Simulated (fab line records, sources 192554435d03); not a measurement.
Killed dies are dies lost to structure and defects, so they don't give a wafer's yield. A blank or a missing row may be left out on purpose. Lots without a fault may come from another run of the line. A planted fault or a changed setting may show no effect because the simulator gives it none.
Chamber matching | flow n5_finfet | N5_BEOL_M2_STRIP_66 on rie_diel-01: 4 sister chambers
The step strips in CF4. 18 wafers are shown with their chamber, then 9 later ones without.

WAFERS WITH THEIR CHAMBER
wafer  | chamber | showerhead_plenum_p_Torr (Torr) | drypump_motor_current_A (A) | throttle_valve_pct (%)
L075.3 | 1       | 1.87                            | 5.8                         | 13.32
L075.5 | 2       | 1.75                            | 5.1                         | 13.60
L075.6 | 1       | 1.87                            | 5.8                         | 13.31
L076.1 | 2       | 1.75                            | 5.1                         | 13.61
L076.4 | 0       | 1.84                            | 6.2                         | 13.77
L076.5 | 0       | 1.84                            | 6.3                         | 13.77
L078.1 | 3       | 1.74                            | 5.0                         | 13.70
L078.3 | 0       | 1.84                            | 6.2                         | 13.79
L078.6 | 2       | 1.75                            | 5.1                         | 13.62
L079.1 | 0       | 1.84                            | 6.2                         | 13.80
L079.4 | 1       | 1.87                            | 5.8                         | 13.35
L079.6 | 3       | 1.74                            | 5.0                         | 13.71
L081.2 | 0       | 1.84                            | 6.3                         | 13.83
L081.3 | 1       | 1.87                            | 5.9                         | 13.36
L081.4 | 0       | 1.84                            | 6.2                         | 13.81
L087.1 | 2       | 1.75                            | 5.1                         | 13.63
L087.2 | 1       | 1.86                            | 5.8                         | 13.36
L087.4 | 3       | 1.73                            | 5.1                         | 13.74

SIGNATURES (means of the wafers above)
reading                  | chamber 0 | chamber 1 | chamber 2 | chamber 3 | scatter within a chamber
showerhead_plenum_p_Torr | 1.8400    | 1.8680    | 1.7500    | 1.7367    | 0.00324
drypump_motor_current_A  | 6.233     | 5.820     | 5.100     | 5.033     | 0.0447
throttle_valve_pct       | 13.7950   | 13.3400   | 13.6150   | 13.7167   | 0.0212
Rule: a wafer's distance from a chamber is the root of the sum, over the readings, of the square of ((its reading less the chamber's mean) divided by the reading's scatter). The wafer belongs to the nearest chamber; if the next one is less than 2 further off, it can't be placed. The scatter: the root of (the sum of the squares of (reading less its chamber's mean) over the shown wafers, divided by (wafers less chambers)).

WAFERS WITHOUT THEIR CHAMBER
wafer  | showerhead_plenum_p_Torr (Torr) | drypump_motor_current_A (A) | throttle_valve_pct (%)
L086.2 | 1.86                            | 5.8                         | 13.37
L086.4 | 1.75                            | 5.1                         | 13.66
L086.6 | 1.73                            | 5.1                         | 13.72
L092.1 | 1.74                            | 5.2                         | 13.71
L092.3 | 1.86                            | 5.8                         | 13.40
L092.5 | 1.74                            | 5.2                         | 13.67
L097.1 | 1.85                            | 5.9                         | 13.44
L097.4 | 1.74                            | 5.1                         | 13.72
L097.6 | 1.85                            | 5.8                         | 13.43

WHICH CHAMBER EACH WENT THROUGH
wafer  | from the rows above     | in truth
L086.2 | 1                       | 1
L086.4 | 2                       | 2
L086.6 | 3                       | 3
L092.1 | can't be placed: 3 or 2 | 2
L092.3 | 1                       | 1
L092.5 | can't be placed: 3 or 2 | 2
L097.1 | 1                       | 1
L097.4 | 3                       | 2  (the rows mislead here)
L097.6 | 1                       | 1
Placed correctly: 6 of 9. Can't be placed from these rows: 2 (the true chamber is among the candidates in 2). Placed wrongly: 1.
